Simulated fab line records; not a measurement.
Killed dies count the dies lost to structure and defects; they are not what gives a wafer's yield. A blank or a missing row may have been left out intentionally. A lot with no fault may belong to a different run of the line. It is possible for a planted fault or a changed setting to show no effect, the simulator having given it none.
fab line records	flow n5Finfet	part 1 of 2: steps 1 to 23 of 30
record: lots: 5	wafers: 15	lastDay: 17
route steps=1938 shown GATE_CUT@511 MOL_CONTACT_COAG@517
lots that met no fault: from a run of the same line without faults
startH: hours from the record's opening day to when the first of the lot's shown wafers began	waitH: hours from the lot's prior step to this one	" repeats the value in the row above	L1.1+2: several wafers, shown together as one row	- no value present, or no start provided	* or withheld: withheld	< > ~ a bound
route shown NAME@n: names a module that has steps shown in the file, with the first one's number in the route	usual: the fault-free wafers' mean and standard deviation	same: alike in all rows	chamber/n: place in a boat	sites: readings site by site	_std_site: the values' standard deviation	_edge_site: the outer-site mean with the inner-site mean subtracted	radiusMm: for every site, how far away it sits from the centre of the wafer	mask NAME#n: copy n	behind: the last tool/chamber to shape the wafer	hold: the reason the lot was held/the length of the hold in hours/how it ended	device: whichever transistor did not switch (one of n, p or np)	end of line: at the end of the route, the tests of the same wafers	where a step has no rows: the recipe by itself	killed: the dies lost at the first sort to structure and to defects; this is not the yield of the wafer	map: shows each die of a wafer: x if killed, . if not, _ if none is there
set.NAME: setting as actually run; set.NAME@STEP: the setting as run at that earlier step	model.NAME: the simulator's own value behind a step, which no gauge read
a table for each step, a row for each wafer; lots at some steps of the route
services: when a tool's chamber went out of use (startH, in hours from the record's first day, below 0 if earlier), for how many hours, and the reason
== steps ==
step: N5_GATE_CUT_CMP_23
recipe: stopOn: SiO2	tOverpolishS: 23.4	postCmpClean: alkalineBrush	downForcePsi: 2.5	platenRpm: 51.8	padVelocityMS: 1.0307	targetThkNm: 16
usual: motorCurrentA: 8.9/0.9	overpolishRunS: 23.402/0.009	slurryFilterDpKPa: 13.50/0.13	timeToEndpointS: 19.5/1.9
lot.wafer	tool	chamber	startH	waitH	motorCurrentA	overpolishRunS	slurryFilterDpKPa	timeToEndpointS
L076.2	cmp-02	0	102.13	0.8	9.3	23.385	13.55	19.1
L076.1	"	2	"	"	9.7	23.404	13.57	22.5
L076.6	"	0	"	"	9.8	23.419	13.34	21.4
L081.3	cmp-01	1	131.29	0.8	9.6	23.417	13.75	19.3
L081.1	"	3	"	"	8.1	23.392	13.61	18.7
L081.4	"	0	"	"	7.0	23.398	13.40	17.7
L087.2	cmp-01	2	166.93	0.8	9.1	23.405	13.37	19.3
L087.4	"	3	"	"	8.3	23.404	13.36	21.2
L087.5	"	1	"	"	10.1	23.400	13.64	20.0
L088.3	cmp-01	1	174.69	0.8	9.6	23.403	13.48	21.7
L088.5	"	1	"	"	9.1	23.402	13.76	17.2
L088.6	"	2	"	"	9.5	23.403	13.55	19.9
L095.1	cmp-01	3	214.69	0.8	8.0	23.408	13.54	18.4
L095.2	"	0	"	"	7.4	23.404	13.57	16.5
L095.6	"	1	"	"	10.4	23.391	13.43	19.0
step: N5_GATE_CUT_THK_MEAS_24
recipe: reads: SiO2_of_GATE_CUT_HM_DEP_46+SiO2_flowable_of_ILD0_FCVD_FILL_01
usual: GC_FILL_THK: 220.2/1.9
lot.wafer	tool	chamber	startH	waitH	GC_FILL_THK[nm]
L076.1	filmMetro-02	-	102.39	-	219.8
L076.2	"	-	"	"	217.2
L076.6	"	-	"	"	219.8
L081.1	filmMetro-02	-	131.58	-	219.1
L081.3	"	-	"	"	219.5
L081.4	"	-	"	"	219.1
L087.2	filmMetro-02	-	167.15	-	216.9
L087.4	"	-	"	"	222.1
L087.5	"	-	"	"	221.1
L088.3	filmMetro-01	-	174.98	-	219.1
L088.5	"	-	"	"	221.7
L088.6	"	-	"	"	220.7
L095.1	filmMetro-02	-	214.90	-	217.7
L095.2	"	-	"	"	220.8
L095.6	"	-	"	"	220.4
step: N5_GATE_CUT_CMP_43
recipe: material: SiO2	postCmpClean: rinseOnly
usual: motorCurrentA: 11.9/1.1	slurryFilterDpKPa: 13.49/0.14
lot.wafer	tool	chamber	startH	waitH	motorCurrentA	slurryFilterDpKPa
L076.1	cmp-04	1	102.42	0.0	12.1	13.53
L076.2	"	3	"	"	12.7	13.64
L076.6	"	2	"	"	11.8	13.45
L081.1	cmp-04	1	131.69	0.1	12.2	13.74
L081.3	"	2	"	"	12.6	13.54
L081.4	"	3	"	"	12.4	13.48
L087.4	cmp-04	3	167.18	0.0	13.0	13.54
L087.2	"	1	"	"	12.0	13.51
L087.5	"	3	"	"	13.0	13.42
L088.3	cmp-01	1	175.25	0.3	12.6	13.56
L088.5	"	2	"	"	12.8	13.50
L088.6	"	3	"	"	11.2	13.59
L095.2	cmp-04	3	214.93	0.0	12.7	13.39
L095.1	"	2	"	"	12.4	13.31
L095.6	"	0	"	"	11.1	13.33
step: N5_GATE_CUT_CMP_61
recipe: stopOn: SiNx	tOverpolishS: 3	postCmpClean: alkalineBrush	downForcePsi: 4	platenRpm: 27.09	padVelocityMS: 0.539
usual: motorCurrentA: 11.8/1.1	slurryFilterDpKPa: 13.50/0.13
lot.wafer	tool	chamber	startH	waitH	motorCurrentA	slurryFilterDpKPa
L076.1	cmp-04	1	102.90	0.4	12.0	13.37
L076.2	"	3	"	"	13.2	13.40
L076.6	"	2	"	"	12.0	13.62
L081.1	cmp-04	1	132.12	0.3	11.3	13.38
L081.3	"	2	"	"	11.9	13.63
L081.4	"	3	"	"	12.2	13.66
L087.4	cmp-04	3	167.66	0.4	12.8	13.42
L087.2	"	1	"	"	11.9	13.50
L087.5	"	3	"	"	12.9	13.54
L088.3	cmp-01	1	175.58	0.2	13.0	13.33
L088.5	"	2	"	"	12.4	13.44
L088.6	"	3	"	"	10.2	13.60
L095.2	cmp-04	3	215.41	0.4	13.1	13.69
L095.1	"	2	"	"	12.2	13.32
L095.6	"	0	"	"	11.2	13.67
step: N5_GATE_CUT_INSPECT_26
recipe: inspectInstrument: darkfield	mode: postCmp
usual: rawDefectCount: 41/23
lot.wafer	tool	chamber	startH	waitH	rawDefectCount
L076.1	defectInspect-02	-	103.13	0.0	86
L076.2	"	-	"	"	62
L076.6	"	-	"	"	37
L081.1	defectInspect-01	-	132.32	0.0	68
L081.3	"	-	"	"	49
L081.4	"	-	"	"	54
L087.2	defectInspect-01	-	167.89	0.0	19
L087.4	"	-	"	"	46
L087.5	"	-	"	"	17
L088.3	defectInspect-01	-	175.73	0.0	64
L088.5	"	-	"	"	51
L088.6	"	-	"	"	95
L095.1	defectInspect-01	-	215.64	0.0	36
L095.2	"	-	"	"	23
L095.6	"	-	"	"	25
step: N5_MOL_CONTACT_COAG_COAT_103
recipe: resist: SOC	tempC: 250	timeS: 60	spinRpm: 1500	resistThkNm: 80
lot.wafer	tool	chamber	startH	waitH
L076.1+2+6	lithoTrack-01	0	103.16	0.0
L081.1+3+4	lithoTrack-03	0	132.35	0.0
L087.2+4+5	lithoTrack-03	0	167.93	0.0
L088.3+5+6	lithoTrack-05	0	175.76	0.0
L095.1+2+6	lithoTrack-01	0	215.68	0.0
step: N5_MOL_CONTACT_COAG_COAT_104
recipe: resist: SiARC	tempC: 220	timeS: 60	spinRpm: 1500	resistThkNm: 12
lot.wafer	tool	chamber	startH	waitH
L076.1+2+6	lithoTrack-01	0	-	-
L081.1+3+4	lithoTrack-03	0	-	-
L087.2+4+5	lithoTrack-03	0	-	-
L088.3+5+6	lithoTrack-05	0	-	-
L095.1+2+6	lithoTrack-01	0	-	-
step: N5_MOL_CONTACT_COAG_COAT_58
recipe: resist: underlayer	tempC: 205	timeS: 60	spinRpm: 1500	resistThkNm: 10
lot.wafer	tool	chamber	startH	waitH
L076.1+2+6	lithoTrack-01	0	-	-
L081.1+3+4	lithoTrack-03	0	-	-
L087.2+4+5	lithoTrack-03	0	-	-
L088.3+5+6	lithoTrack-05	0	-	-
L095.1+2+6	lithoTrack-01	0	-	-
step: N5_MOL_CONTACT_COAG_COAT_02
recipe: resist: CAR-EUV	spinRpm: 1500	resistThkNm: 30
lot.wafer	tool	chamber	startH	waitH
L076.1+2+6	lithoTrack-01	0	-	-
L081.1+3+4	lithoTrack-03	0	-	-
L087.2+4+5	lithoTrack-03	0	-	-
L088.3+5+6	lithoTrack-05	0	-	-
L095.1+2+6	lithoTrack-01	0	-	-
step: N5_MOL_CONTACT_COAG_EBR_04
recipe: solvent: PGMEA	ebrWidthMm: 1.5
lot.wafer	tool	chamber	startH	waitH
L076.1+2+6	lithoTrack-01	0	-	-
L081.1+3+4	lithoTrack-03	0	-	-
L087.2+4+5	lithoTrack-03	0	-	-
L088.3+5+6	lithoTrack-05	0	-	-
L095.1+2+6	lithoTrack-01	0	-	-
step: N5_MOL_CONTACT_COAG_SOFTBAKE_03
recipe: tempC: 110	timeS: 60	resist: CAR-EUV
lot.wafer	tool	chamber	startH	waitH
L076.1+2+6	lithoTrack-01	0	-	-
L081.1+3+4	lithoTrack-03	0	-	-
L087.2+4+5	lithoTrack-03	0	-	-
L088.3+5+6	lithoTrack-05	0	-	-
L095.1+2+6	lithoTrack-01	0	-	-
step: N5_MOL_CONTACT_COAG_EXPOSE_05
recipe: maskId: CA	na: 0.33	sourceShape: annular	sigmaInner: 0.4	sigmaOuter: 0.8	polarization: unpolarized	defocusNm: 0	doseMj: 38.25
lot.wafer	tool	chamber	startH	waitH	mask
L076.1+2+6	euvScanner-01	0	103.30	-	CA#0
L081.1+3+4	euvScanner-01	0	132.49	-	CA#0
L087.2+4+5	euvScanner-02	0	168.19	-	CA#0
L088.3+5+6	euvScanner-02	0	175.91	-	CA#0
L095.1+2+6	euvScanner-01	0	215.81	-	CA#0
step: N5_MOL_CONTACT_COAG_PEB_06
recipe: pebTempC: 100	pebTimeS: 60	resist: CAR-EUV
lot.wafer	tool	chamber	startH	waitH
L076.1+2+6	lithoTrack-01	0	103.36	0.1
L081.1+3+4	lithoTrack-05	0	132.55	0.1
L087.2+4+5	lithoTrack-03	0	168.25	0.0
L088.3+5+6	lithoTrack-03	0	175.96	0.0
L095.1+2+6	lithoTrack-03	0	215.87	0.1
step: N5_MOL_CONTACT_COAG_DEVELOP_07
recipe: developTimeS: 30	developer: TMAH	resist: CAR-EUV	rinseLiquid: surfactantRinse	dry: airSpin	devTempC: 23
lot.wafer	tool	chamber	startH	waitH
L076.1+2+6	lithoTrack-01	0	-	-
L081.1+3+4	lithoTrack-05	0	-	-
L087.2+4+5	lithoTrack-03	0	-	-
L088.3+5+6	lithoTrack-03	0	-	-
L095.1+2+6	lithoTrack-03	0	-	-
step: N5_MOL_CONTACT_COAG_CD_MEAS_08
recipe: targetCdNm: 28	landingEnergyEv: 500	detector: seInlens	polarity: opening
usual: cdNm: 27.98/0.24
lot.wafer	tool	chamber	startH	waitH	cdNm
L076.1	cdSem-01	0	103.42	-	28.26
L076.2	"	0	"	"	27.91
L076.6	"	0	"	"	27.84
L081.1	cdSem-02	0	132.62	-	27.79
L081.3	"	0	"	"	27.91
L081.4	"	0	"	"	27.96
L087.2	cdSem-03	0	168.32	-	27.85
L087.4	"	0	"	"	28.18
L087.5	"	0	"	"	27.63
L088.3	cdSem-01	0	176.03	-	27.22
L088.5	"	0	"	"	28.06
L088.6	"	0	"	"	28.03
L095.1	cdSem-03	0	215.94	-	27.85
L095.2	"	0	"	"	28.26
L095.6	"	0	"	"	27.85
step: N5_MOL_CONTACT_COAG_OVL_MEAS_09
recipe: pointsPerWafer: 522
usual: CA_OVL: 0.1/0.68
lot.wafer	tool	chamber	startH	waitH	CA_OVL[nm]
L076.1	overlay-02	0	103.46	0.0	0.4
L076.2	"	0	"	"	0.8
L076.6	"	0	"	"	0.7
L081.1	overlay-02	0	132.65	0.0	-0.1
L081.3	"	0	"	"	-0.2
L081.4	"	0	"	"	-0.3
L087.2	overlay-02	0	168.35	0.0	0.4
L087.4	"	0	"	"	0.8
L087.5	"	0	"	"	0.3
L088.3	overlay-02	0	176.07	0.0	0.1
L088.5	"	0	"	"	0.6
L088.6	"	0	"	"	1.0
L095.1	overlay-01	0	215.97	0.0	-0.1
L095.2	"	0	"	"	0.1
L095.6	"	0	"	"	-0.1
step: N5_MOL_CONTACT_COAG_INSPECT_10
recipe: mode: adi	inspectInstrument: brightfield
usual: rawDefectCount: 74/40
lot.wafer	tool	chamber	startH	waitH	rawDefectCount
L076.1	defectInspect-02	-	103.51	0.1	138
L076.2	"	-	"	"	104
L076.6	"	-	"	"	83
L081.1	defectInspect-02	-	132.71	0.1	118
L081.3	"	-	"	"	124
L081.4	"	-	"	"	126
L087.2	defectInspect-01	-	168.41	0.0	48
L087.4	"	-	"	"	76
L087.5	"	-	"	"	40
L088.3	defectInspect-02	-	176.11	0.0	88
L088.5	"	-	"	"	102
L088.6	"	-	"	"	161
L095.1	defectInspect-01	-	216.03	0.1	64
L095.2	"	-	"	"	75
L095.6	"	-	"	"	52
step: N5_MOL_CONTACT_COAG_DESCUM_13
recipe: chemistry: O2	timeS: 7	sourcePowerW: 50	biasPowerW: 20	pressureMtorr: 20	rfFrequencyHz: 2.712e+07	tempC: 40	resist: CAR-EUV	o2FlowSccm: 225
usual: drypumpMotorCurrentA: 5.8/0.42	oesProductAu: 0.81/0.095	rfVppV: 243.2/1.4	showerheadPlenumPTorr: 2.09/0.074	tempC: 40.01/0.11	throttleValvePct: 20.34/0.18
lot.wafer	tool	chamber	startH	waitH	drypumpMotorCurrentA	oesProductAu	rfHoursCounterH	rfVppV	showerheadPlenumPTorr	tempC	throttleValvePct
L076.1	rieDiel-02	0	103.65	0.1	5.9	0.95	23	245.7	2.13	40.13	20.19
L076.2	"	2	"	"	5.9	0.77	140	242.6	2.01	40.00	20.38
L076.6	"	0	"	"	5.9	0.95	-	245.8	2.13	40.16	20.20
L081.1	rieDiel-03	0	132.80	0.1	5.7	0.66	262	243.1	2.04	39.88	20.52
L081.3	"	3	"	"	6.1	0.89	42	243.4	2.12	40.17	20.28
L081.4	"	3	"	"	6.1	0.88	-	243.0	2.12	39.90	20.29
L087.2	rieDiel-04	1	168.55	0.1	5.7	0.76	173	245.0	2.19	40.10	20.36
L087.4	"	2	"	"	6.3	0.71	235	243.0	2.08	40.05	20.66
L087.5	"	3	"	"	5.5	0.84	-	242.4	2.02	40.04	20.11
L088.3	rieDiel-02	1	176.70	0.6	5.6	0.68	237	240.9	1.98	40.06	20.51
L088.5	"	3	"	"	6.3	0.72	-	244.1	2.15	39.95	20.08
L088.6	"	2	"	"	5.9	0.74	-	241.7	2.00	40.01	20.41
L095.1	rieDiel-03	2	216.06	0.0	4.8	0.93	8	242.9	2.04	40.00	20.21
L095.2	"	3	"	"	6.1	0.84	75	245.4	2.11	40.01	20.31
L095.6	"	1	"	"	6.3	0.86	-	243.2	2.15	39.97	20.46
step: N5_MOL_CONTACT_COAG_ETCH_59
recipe: chemistry: N2/H2	target: underlayer	targetDepthA: 130	maskMaterial: CAR-EUV	timeS: 10.4	ionEnergyEv: 200	pressureMtorr: 30	sourceW: 840	biasW: 150	n2FlowSccm: 200	h2FlowSccm: 200	ends: cleared
usual: drypumpMotorCurrentA: 5.8/0.42	etchRfOnTimeS: 10.32/0.19	oesProductAu: 0.69/0.082	rfVppV: 524.0/2.6	showerheadPlenumPTorr: 2.54/0.083	throttleValvePct: 17.79/0.18
lot.wafer	tool	chamber	startH	waitH	drypumpMotorCurrentA	etchRfOnTimeS	oesProductAu	rfHoursCounterH	rfVppV	showerheadPlenumPTorr	throttleValvePct
L076.1	rieDiel-02	0	103.68	0.0	5.9	10.02	0.81	23	528.6	2.59	17.62
L076.2	"	2	"	"	5.9	10.52	0.64	140	521.2	2.46	17.99
L076.6	"	0	"	"	5.9	10.02	0.81	-	526.4	2.58	17.62
L081.1	rieDiel-03	0	132.84	0.0	5.8	10.84	0.57	262	522.2	2.50	18.20
L081.3	"	3	"	"	6.1	10.39	0.75	42	525.0	2.58	17.73
L081.4	"	3	"	"	6.1	10.44	0.74	-	526.7	2.58	17.72
L087.2	rieDiel-04	1	168.58	0.0	5.7	10.47	0.64	173	529.3	2.64	17.84
L087.4	"	2	"	"	6.3	10.45	0.60	235	523.2	2.51	17.99
L087.5	"	3	"	"	5.5	10.29	0.72	-	520.2	2.47	17.68
L088.3	rieDiel-02	1	176.74	0.0	5.6	10.36	0.58	237	520.9	2.40	17.83
L088.5	"	3	"	"	6.3	10.75	0.60	-	526.5	2.64	17.66
L088.6	"	2	"	"	5.9	10.52	0.63	-	520.1	2.45	18.02
L095.1	rieDiel-03	2	216.10	0.0	4.8	10.19	0.79	8	522.7	2.48	17.54
L095.2	"	3	"	"	6.1	10.57	0.70	75	524.2	2.57	17.78
L095.6	"	1	"	"	6.3	10.45	0.75	-	524.3	2.60	17.84
step: N5_MOL_CONTACT_COAG_ETCH_105
recipe: chemistry: CF4	target: SiARC	targetDepthA: 156	maskMaterial: CAR-EUV	timeS: 26	ionEnergyEv: 80	pressureMtorr: 40	sourceW: 545	biasW: 36	Ar_flow_sccm: 100	cf4FlowSccm: 100	ends: cleared
usual: drypumpMotorCurrentA: 5.8/0.42	etchRfOnTimeS: 25.9/0.5	oesProductAu: 0.69/0.08	rfVppV: 184.1/1.2	showerheadPlenumPTorr: 2.14/0.071	throttleValvePct: 15.54/0.18
lot.wafer	tool	chamber	startH	waitH	drypumpMotorCurrentA	etchRfOnTimeS	oesProductAu	rfHoursCounterH	rfVppV	showerheadPlenumPTorr	throttleValvePct
L076.1	rieDiel-02	0	103.70	0.0	5.9	25.3	0.80	23	184.5	2.18	15.35
L076.2	"	2	"	"	5.9	26.0	0.65	140	182.7	2.06	15.60
L076.6	"	0	"	"	5.9	25.4	0.80	-	185.0	2.18	15.35
L081.1	rieDiel-03	0	132.86	0.0	5.8	26.8	0.56	262	184.0	2.11	15.86
L081.3	"	3	"	"	6.1	26.0	0.74	42	183.6	2.17	15.49
L081.4	"	3	"	"	6.1	25.8	0.75	-	185.2	2.17	15.50
L087.2	rieDiel-04	1	168.60	0.0	5.7	25.8	0.64	173	184.5	2.22	15.54
L087.4	"	2	"	"	6.2	26.0	0.61	235	186.5	2.11	15.80
L087.5	"	3	"	"	5.5	25.6	0.72	-	183.8	2.09	15.40
L088.3	rieDiel-02	1	176.76	0.0	5.6	25.5	0.59	237	182.8	2.03	15.74
L088.5	"	3	"	"	6.3	27.0	0.60	-	183.7	2.21	15.42
L088.6	"	2	"	"	5.9	25.7	0.64	-	183.3	2.05	15.64
L095.1	rieDiel-03	2	216.12	0.0	4.8	25.4	0.80	8	183.8	2.10	15.37
L095.2	"	3	"	"	6.1	26.4	0.70	75	186.0	2.16	15.56
L095.6	"	1	"	"	6.3	26.1	0.74	-	185.0	2.18	15.46
step: N5_MOL_CONTACT_COAG_ETCH_106
recipe: chemistry: N2/H2	target: SOC	targetDepthA: 800	overetchA: 160	maskMaterial: SiARC	tempC: 40	timeS: 120	ionEnergyEv: 200	pressureMtorr: 30	sourceW: 840	biasW: 150	n2FlowSccm: 200	h2FlowSccm: 200
usual: drypumpMotorCurrentA: 5.8/0.42	oesProductAu: 0.72/0.081	rfVppV: 524.0/2.5	showerheadPlenumPTorr: 2.54/0.083	tempC: 39.99/0.1	throttleValvePct: 17.76/0.18
lot.wafer	tool	chamber	startH	waitH	drypumpMotorCurrentA	oesProductAu	rfHoursCounterH	rfVppV	showerheadPlenumPTorr	tempC	throttleValvePct
L076.1	rieDiel-02	0	103.73	0.0	5.9	0.83	23	525.3	2.58	39.93	17.58
L076.2	"	2	"	"	5.9	0.69	140	521.6	2.46	39.91	17.97
L076.6	"	0	"	"	5.9	0.83	-	524.8	2.59	39.98	17.59
L081.1	rieDiel-03	0	132.89	0.0	5.8	0.60	262	523.0	2.50	39.91	18.15
L081.3	"	3	"	"	6.1	0.78	42	525.6	2.58	39.96	17.71
L081.4	"	3	"	"	6.1	0.79	-	525.3	2.58	39.99	17.68
L087.2	rieDiel-04	1	168.63	0.0	5.7	0.67	173	527.5	2.64	39.98	17.81
L087.4	"	2	"	"	6.3	0.64	235	523.1	2.51	40.24	17.96
L087.5	"	3	"	"	5.5	0.76	-	522.6	2.47	40.02	17.66
L088.3	rieDiel-02	1	176.79	0.0	5.6	0.61	237	519.4	2.40	40.15	17.79
L088.5	"	3	"	"	6.3	0.64	-	526.7	2.64	39.88	17.64
L088.6	"	2	"	"	5.9	0.67	-	521.2	2.45	39.95	18.01
L095.1	rieDiel-03	2	216.15	0.0	4.8	0.84	8	522.6	2.48	39.97	17.52
L095.2	"	3	"	"	6.1	0.75	75	524.1	2.57	40.01	17.76
L095.6	"	1	"	"	6.3	0.77	-	524.8	2.60	40.17	17.82
step: N5_MOL_CONTACT_COAG_STRIP_107
recipe: chemistry: N2/H2	tempC: 40	n2FlowSccm: 200	h2FlowSccm: 200	rfFrequencyHz: 6e+07
lot.wafer	tool	chamber	startH	waitH
L076.1+2+6	rieDiel-02	0,2,0	103.81	0.0
L081.1+3+4	rieDiel-03	0,3,3	132.97	0.0
L087.2+4+5	rieDiel-04	1,2,3	168.71	0.0
L088.3+5+6	rieDiel-02	1,3,2	176.87	0.0
L095.1+2+6	rieDiel-03	2,3,1	216.23	0.0
step: N5_MOL_CONTACT_COAG_STRIP_108
recipe: chemistry: N2/H2	tempC: 40	n2FlowSccm: 200	h2FlowSccm: 200	rfFrequencyHz: 6e+07
lot.wafer	tool	chamber	startH	waitH
L076.1+2+6	rieDiel-02	0,2,0	103.82	0.0
L081.1+3+4	rieDiel-03	0,3,3	132.98	0.0
L087.2+4+5	rieDiel-04	1,2,3	168.72	0.0
L088.3+5+6	rieDiel-02	1,3,2	176.88	0.0
L095.1+2+6	rieDiel-03	2,3,1	216.24	0.0
